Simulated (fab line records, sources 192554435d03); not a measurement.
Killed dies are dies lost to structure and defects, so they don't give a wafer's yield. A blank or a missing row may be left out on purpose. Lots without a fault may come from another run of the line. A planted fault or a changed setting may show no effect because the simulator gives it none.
Split-lot experiment | flow n5_finfet | 7 lots, 21 wafers read, on a route of 1938 steps

THE SPLIT
At N5_BEOL_M7_ETCH_41 (etches SiCN in CH3F/O2, target depth 31.9 nm, time 57.8 s), the setting source_w was moved away from the recipe's 395 W on 13 of the 21 wafers read, by -16.2% to +12.8%. The other wafers ran this setting at the recipe's value.

The reading is taken at the split's own step.

THE READING
rf_vpp_V, in V, at N5_BEOL_M7_ETCH_41 (etches SiCN in CH3F/O2, target depth 31.9 nm, time 57.8 s). Fault-free wafers of this fab line usually give 296.8 V, standard deviation 1.4 V.

wafer  | tool, chamber at the split | source_w as run, W | against the recipe | rf_vpp_V, V | against lot-mates on the recipe
L075.3 | rie_diel-01, 2             | 331.2              | -16.2%             | 313.1       | +14.5
L075.4 | rie_diel-01, 2             | 331.2              | -16.2%             | 315.7       | +17.1
L075.5 | rie_diel-01, 2             | 395                | recipe             | 298.6       | -
L080.2 | rie_diel-01, 0             | 445.5              | +12.8%             | 285.4       | -10.7
L080.4 | rie_diel-01, 1             | 445.5              | +12.8%             | 283.2       | -12.9
L080.5 | rie_diel-01, 2             | 395                | recipe             | 296.1       | -
L082.1 | rie_diel-03, 2             | 342.2              | -13.4%             | 311.9       | +14.8
L082.3 | rie_diel-03, 1             | 342.2              | -13.4%             | 312.5       | +15.4
L082.4 | rie_diel-03, 3             | 395                | recipe             | 297.1       | -
L086.4 | rie_diel-03, 0             | 395                | recipe             | 296.9       | -
L086.5 | rie_diel-03, 0             | 367.1              | -7.1%              | 304.4       | +7.5
L086.6 | rie_diel-03, 3             | 367.1              | -7.1%              | 303.5       | +6.6
L096.3 | rie_diel-01, 0             | 351.5              | -11.0%             | 309.9       | no lot-mate on the recipe
L096.4 | rie_diel-01, 2             | 351.5              | -11.0%             | 308.5       | no lot-mate on the recipe
L096.5 | rie_diel-01, 0             | 351.5              | -11.0%             | 310.5       | no lot-mate on the recipe
L092.2 | rie_diel-01, 1             | 395                | recipe             | 294.3       | -
L092.4 | rie_diel-01, 3             | 395                | recipe             | 294.5       | -
L092.5 | rie_diel-01, 1             | 395                | recipe             | 295.2       | -
L097.1 | rie_diel-04, 1             | 368                | -6.8%              | 306.6       | +10.4
L097.3 | rie_diel-04, 3             | 368                | -6.8%              | 303.5       | +7.3
L097.5 | rie_diel-04, 2             | 395                | recipe             | 296.2       | -

THE FIT
A straight line over all 21 wafers: rf_vpp_V changes by -1.1 V for each +1% of source_w; r = -0.99; the points scatter about the line by 1.5 V.
The same after taking each lot's own level away (the mean of its wafers on the recipe; 18 wafers): -1.01 V for each +1%; r = -0.99; scatter 1.2 V.
On that fit, the largest move of source_w shifts the reading by 16 V.
The lots' own levels span 294.67 to 298.60 V, that is 2.8 times the standard deviation above.
So the lot-to-lot level changes the slope little: the two slopes agree.
Check: with one of the wafers moved furthest among these (-16.2%) left out of the fit, the line predicts +17.2 V for it against its lot-mates. It came out at +14.5 V against them.
Tool readings at the split's step, against how far the setting was moved: rf_vpp_V r = -0.99.

OTHER SPLITS ON THESE WAFERS
These wafers also went through other splits before the reading. Each is held against what the fit with the lots' levels taken away leaves over:
other split on the same wafers     | wafers away from the commonest value | r with rf_vpp_V (lot level and that fit taken away)
N5_BEOL_M5_ILD_DEP_00 time_s       | 7                                    | +0.06
N5_BEOL_M5_HM_DEP_02 target_thk_a  | 7                                    | -0.02
N5_BEOL_M5_SPUTTER_83 time_s       | 5                                    | +0.09
N5_BEOL_M7_COAT_64 spin_rpm        | 4                                    | -0.26
N5_BEOL_M7_EXPOSE_25 dose_mj       | 7                                    | -0.06
N5_BEOL_M7_TRENCH_ETCH_37 source_w | 5                                    | -0.10

THE FILE'S OWN FIT
rf_vpp_V changes by -1.03 V for each +1% of source_w, r = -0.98.
